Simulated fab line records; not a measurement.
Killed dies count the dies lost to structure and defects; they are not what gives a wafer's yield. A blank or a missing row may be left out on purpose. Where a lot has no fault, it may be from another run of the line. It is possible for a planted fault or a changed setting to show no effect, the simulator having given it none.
Chamber matching -- flow n5-finfet -- N5_SD_EPI_P_SD_RECESS_17 on rie-si-05 has 4 sister chambers
The step chemistry HBr/Cl2/O2, target depth 39.1 nm, bt time 3 s. 8 wafers are shown with their chamber, then 7 later ones without.

== WAFERS WITH THEIR CHAMBER ==
wafer,chamber,drypump-motor-current-A (A),oes-product-au (a.u.)
L360.5,0,6.02,1.036
L360.6,3,5.77,1.005
L362.6,3,5.74,1.016
L363.2,0,6.02,1.040
L363.3,2,5.70,1.018
L363.6,1,5.68,0.984
L364.3,2,5.69,1.014
L364.5,1,5.70,0.975

== WAFERS MISSING THEIR CHAMBER ==
wafer,drypump-motor-current-A (A),oes-product-au (a.u.)
L364.6,5.67,1.012
L365.2,5.69,0.969
L365.4,5.67,1.014
L365.5,5.79,1.010
L379.4,5.66,1.009
L379.5,5.65,1.012
L379.6,5.77,1.007

== WHICH CHAMBER EACH ONE RAN IN ==
wafer,from the rows above,in truth
L364.6,2,2
L365.2,1,1
L365.4,2,2
L365.5,3,3
L379.4,2,2
L379.5,2,2
L379.6,3,3
Placed correctly: 7 of 7. Can't be placed from these rows: 0. Wrongly placed: 0.
How it was worked out, from the rows above alone: a wafer's distance from a chamber is the root of the sum, over the readings, of the square of ((its reading less the chamber's mean) divided by the reading's scatter). If the next closest chamber is less than 2 further off than the closest, the wafer can't be placed; otherwise it belongs to the closest. The mean given for a chamber averages the wafers shown for that chamber. The scatter is the square root of a quotient: the sum, over the shown wafers, of each reading's squared deviation from its chamber's mean, divided by wafers minus chambers.
